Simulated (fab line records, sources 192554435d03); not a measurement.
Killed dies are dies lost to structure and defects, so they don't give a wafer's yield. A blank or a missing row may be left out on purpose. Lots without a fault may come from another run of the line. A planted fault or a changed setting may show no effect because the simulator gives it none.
Which tool did it? | flow n5_finfet | 9 lots, 26 wafers sampled, at 3 steps of a route of 1938

WHAT THE GAUGES READ, wafer by wafer
N5_SPACER0_INSPECT_04: inspects for defects (darkfield).
lot  | measured    | on                | raw_defect_count
L964 | day 3 20:34 | defect_inspect-02 | 81 114 71
L969 | day 4 23:52 | defect_inspect-01 | 138 142 152
L971 | day 5 14:23 | defect_inspect-02 | 130 172 132
L972 | day 5 20:48 | defect_inspect-01 | 170 230 182
L977 | day 7 00:31 | defect_inspect-01 | 418 401 380
L981 | day 8 04:17 | defect_inspect-01 | 444 484 493
L982 | day 8 05:53 | defect_inspect-02 | 381 380 449
L983 | day 8 15:19 | defect_inspect-01 | 172 151 135
L984 | day 8 22:45 | defect_inspect-02 | 148 115

WHICH TOOL RAN EACH LOT (tool, then ch and the chambers of the sampled wafers, then the start)
lot  | N5_STI_FIN_REVEAL_OXIDATION_31      | N5_DUMMY_GATE_CMP_04
L964 | plasma_asher-02 ch 0, day 3 06:11   | cmp-03 ch 0,1,3, day 3 10:59
L969 | plasma_asher-01 ch 0,1, day 4 12:25 | cmp-01 ch 0,1,2, day 4 17:04
L971 | plasma_asher-02 ch 0,1, day 5 01:01 | cmp-04 ch 1,2,3, day 5 07:43
L972 | plasma_asher-01 ch 0, day 5 06:56   | cmp-04 ch 1,2,3, day 5 13:23
L977 | plasma_asher-02 ch 0,1, day 6 12:32 | cmp-04 ch 2,3, day 6 17:42
L981 | plasma_asher-01 ch 0,1, day 7 14:08 | cmp-04 ch 0,1,2, day 7 19:43
L982 | plasma_asher-02 ch 0,1, day 7 18:31 | cmp-04 ch 1,2, day 7 23:23
L983 | plasma_asher-01 ch 0,1, day 8 02:23 | cmp-03 ch 0,1,2, day 8 07:02
L984 | plasma_asher-01 ch 0,1, day 8 07:51 | cmp-03 ch 0,3, day 8 12:27
- N5_STI_FIN_REVEAL_OXIDATION_31: chemistry O2 PLASMA REMOTE, time 20 s.
- N5_DUMMY_GATE_CMP_04: polishes a-Si.

THE ANSWER, worked out from the rows above alone
Rule: what is usual is taken from the lots themselves. Put in order of their means at a reading, lots are off if they are a third of the lots or fewer, leave a main group of 4 or more, and stand apart from it by a gap of 3 or more times the standard deviation of the main group's means; of several such gaps the widest counts. A main group whose means are all the same, to the digits that the tables above print for the reading, isn't used. A lot without any number at a reading at which 4 lots or more have one is off too. The other lots that the step has rows for count as sound.
Off: L977, L981, L982, at N5_SPACER0_INSPECT_04 (raw_defect_count). The main group: mean 143, standard deviation 31.
A tool fits if, at a process step before that reading, it ran every lot that is off, and no sound lot after the first of them. The gauges at N5_SPACER0_INSPECT_04 are tried like those tools. One fits: cmp-04 at N5_DUMMY_GATE_CMP_04. Its last sound lot is L972 (day 5 13:23), its first lot that is off L977 (day 6 17:42): a fault that began between those two fits.

WHAT THE SIMULATOR HAD PUT IN
Chamber particle source: cmp-04, from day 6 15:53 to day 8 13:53, at N5_DUMMY_GATE_CMP_04. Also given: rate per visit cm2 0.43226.
Lots struck among those shown: L977, L981, L982. The rule above found the same.
